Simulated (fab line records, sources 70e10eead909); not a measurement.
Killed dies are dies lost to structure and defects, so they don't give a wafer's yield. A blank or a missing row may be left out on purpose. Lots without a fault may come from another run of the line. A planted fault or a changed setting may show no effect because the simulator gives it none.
A struck lot beside a sound one | flow nand_harc | 13 steps out of a route of 1159
Sound: wafers L913.2, L913.4, L913.5. Struck: wafer L905.1. (L905.2, L905.4 of the same lot were not struck and are left out.) The cause comes at the end.
At each step with rows: each side's tool, then ch and its chambers, then its first start. Under that, the readings that differ: sound wafers | struck wafers | difference of the means | sigmas: that difference in standard deviations of wafers without a fault.
alike: readings whose means differ by less than 2 such deviations, and words and numbers that are the same on both sides. not compared: withheld readings, readings that some wafer has no value for, bounds like >300 that may hide the same value, and numbers for which the record gives no deviation and whose values overlap.
The two part at a step that has a row with sigmas, a row that says differs or no value, or rows on one side only. Numbers that don't overlap but have no deviation are shown without sigmas and don't part them. A reading that every wafer of one side lacks parts them only if that side has two wafers or more.

first, 1 step without rows for these wafers: NHARC_A_STAIRCASE_TRIM_187 (chemistry O2, time 211.2 s).
NHARC_A_STAIRCASE_ETCH_188: etches the open film in C4F8/O2, target depth 100 nm, time 40.5 s.
  sound on rie_diel-02 ch 0,1,2; struck on rie_diel-02 ch 2
  alike: oes_product_au, rf_vpp_V, run_length_s
  not compared: rf_hours_counter_h
NHARC_A_STAIRCASE_TRIM_189: chemistry O2, time 211.2 s.
  sound on rie_diel-02 ch 1,2,3; struck on rie_diel-02 ch 1
  alike: drypump_motor_current_A, oes_product_au, rf_vpp_V, showerhead_plenum_p_Torr, throttle_valve_pct
  not compared: rf_hours_counter_h
NHARC_A_STAIRCASE_ETCH_190: etches the open film in C4F8/O2, target depth 100 nm, time 40.5 s.
  sound on rie_diel-02 ch 0,1,2; struck on rie_diel-02 ch 3
  alike: oes_product_au, rf_vpp_V, run_length_s
  not compared: rf_hours_counter_h
then, 2 steps without rows for these wafers: NHARC_A_STAIRCASE_TRIM_191 (chemistry O2, time 211.2 s); NHARC_A_STAIRCASE_ETCH_192 (etches the open film in C4F8/O2, target depth 100 nm, time 40.5 s).
NHARC_A_STAIRCASE_TRIM_193: chemistry O2, time 211.2 s.
  sound on rie_diel-02 ch 0,3; struck on rie_diel-02 ch 2
  reading                     | sound       | struck | difference | sigmas
  drypump_motor_current_A (A) | 6.1 6.3 6.1 | 5.2    | -1.0       | -2
  alike: oes_product_au, rf_vpp_V, showerhead_plenum_p_Torr, throttle_valve_pct
  not compared: rf_hours_counter_h
NHARC_A_STAIRCASE_ETCH_194: etches the open film in C4F8/O2, target depth 100 nm, time 40.5 s.
  sound on rie_diel-02 ch 0,1; struck on rie_diel-02 ch 3
  reading               | sound             | struck | difference | sigmas
  oes_product_au (a.u.) | 0.927 0.932 0.925 | 0.953  | +0.025     | +2
  alike: rf_vpp_V, run_length_s
  not compared: rf_hours_counter_h
then, 3 steps without rows for these wafers: NHARC_A_STAIRCASE_TRIM_196 (chemistry O2, time 211.2 s); NHARC_A_STAIRCASE_ETCH_197 (etches the open film in C4F8/O2, target depth 100 nm, time 40.5 s); NHARC_A_STAIRCASE_TRIM_198 (chemistry O2, time 211.2 s).
NHARC_A_STAIRCASE_ETCH_199: etches the open film in C4F8/O2, target depth 100 nm, time 40.5 s.
  sound on rie_diel-06 ch 1,2,3, day 14 18:11; struck on rie_diel-10 ch 1, day 12 12:45
  reading          | sound          | struck | difference | sigmas
  run_length_s (s) | 61.6 61.3 62.3 | 55.8   | -5.9       | -12
  alike: oes_product_au, rf_vpp_V
  not compared: rf_hours_counter_h
then, 1 step without rows for these wafers: NHARC_A_STAIRCASE_TRIM_200 (chemistry O2, time 211.2 s).

WHERE THEY PART
First at NHARC_A_STAIRCASE_TRIM_193; last, within this record, at NHARC_A_STAIRCASE_ETCH_199.

WHY: what the simulator had put in
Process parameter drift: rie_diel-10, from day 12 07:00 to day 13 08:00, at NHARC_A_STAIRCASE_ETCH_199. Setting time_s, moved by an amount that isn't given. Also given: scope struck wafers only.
